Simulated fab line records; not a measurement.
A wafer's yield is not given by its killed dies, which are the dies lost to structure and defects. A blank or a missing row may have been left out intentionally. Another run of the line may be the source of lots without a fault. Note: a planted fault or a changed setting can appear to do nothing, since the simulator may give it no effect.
Chamber matching -- flow nand_harc -- NHARC_A_STAIRCASE_DESCUM_11 on rie_diel-04: 4 sister chambers
The step chemistry O2, time 3 s. 32 wafers are shown with their chamber, then 12 later ones without.

## WAFERS WITH THEIR CHAMBER
wafer,chamber,showerhead_plenum_p_Torr (Torr),drypump_motor_current_A (A),rf_vpp_V (V)
L074.1,1,1.78,6.6,55.6
L074.2,3,2.04,6.0,58.5
L074.4,2,1.98,6.2,57.8
L074.5,3,2.04,6.0,58.3
L074.6,2,1.98,6.2,58.7
L082.2,1,1.77,6.5,57.2
L082.4,3,2.03,6.0,58.5
L082.6,1,1.77,6.6,58.7
L084.1,3,2.03,6.0,56.7
L084.2,0,1.83,5.2,57.2
L084.4,0,1.83,5.3,56.4
L085.2,0,1.83,5.2,57.6
L085.3,3,2.03,6.0,57.9
L085.4,2,1.96,6.2,56.1
L085.1,2,1.96,6.2,58.5
L085.5,0,1.83,5.2,57.2
L085.6,3,2.03,6.0,57.5
L089.1,0,1.83,5.3,58.3
L089.2,3,2.02,6.0,57.4
L089.5,2,1.96,6.2,57.8
L088.1,1,1.77,6.6,56.8
L088.2,3,2.02,5.9,57.3
L088.3,2,1.96,6.2,57.1
L090.1,1,1.77,6.6,55.9
L090.3,3,2.02,6.0,57.2
L090.4,2,1.96,6.2,58.3
L090.2,0,1.83,5.3,57.6
L090.5,2,1.96,6.2,58.8
L090.6,1,1.77,6.6,55.9
L091.1,1,1.77,6.6,57.4
L091.3,3,2.02,6.0,58.3
L091.5,1,1.77,6.6,57.8

SIGNATURES, as means of the wafers listed above
reading,chamber 0,chamber 1,chamber 2,chamber 3,scatter within a chamber
showerhead_plenum_p_Torr,1.8300,1.7712,1.9650,2.0280,0.00667
drypump_motor_current_A,5.250,6.587,6.200,5.990,0.0342
rf_vpp_V,57.383,56.913,57.888,57.760,0.834
Rule: for each reading, subtract the chamber's mean from the wafer's reading, divide by that reading's scatter and square the result; add these up over the readings and take the root, which gives the wafer's distance from the chamber. If the next closest chamber is less than 2 further off than the closest, the wafer can't be placed; otherwise it belongs to the closest. The scatter: the root of (the sum of the squares of (reading less its chamber's mean) over the shown wafers, divided by (wafers less chambers)).

## WAFERS WHOSE CHAMBER IS MISSING
wafer,showerhead_plenum_p_Torr (Torr),drypump_motor_current_A (A),rf_vpp_V (V)
L091.2,1.83,5.3,57.9
L091.4,1.96,6.2,58.4
L091.6,1.96,6.2,58.6
L093.2,1.83,5.3,56.5
L093.3,2.02,6.0,58.3
L093.5,2.02,6.0,57.4
L094.3,2.08,6.6,58.4
L094.4,1.82,5.3,57.3
L094.6,2.08,6.6,59.2
L096.2,2.07,6.6,58.2
L096.3,2.01,6.0,58.2
L096.6,1.82,5.3,58.7

## CHAMBER TAKEN BY EACH
wafer,from the rows above,in truth
L091.2,0,0
L091.4,2,2
L091.6,2,2
L093.2,0,0
L093.3,3,3
L093.5,3,3
L094.3,can't be placed: 3 or 2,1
L094.4,0,0
L094.6,can't be placed: 3 or 2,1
L096.2,can't be placed: 3 or 2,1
L096.3,3,3
L096.6,0,0
Correct placement for 9 of the 12. These rows do not allow placing 3 (true chamber among the candidates in 0). Wrongly placed: 0.
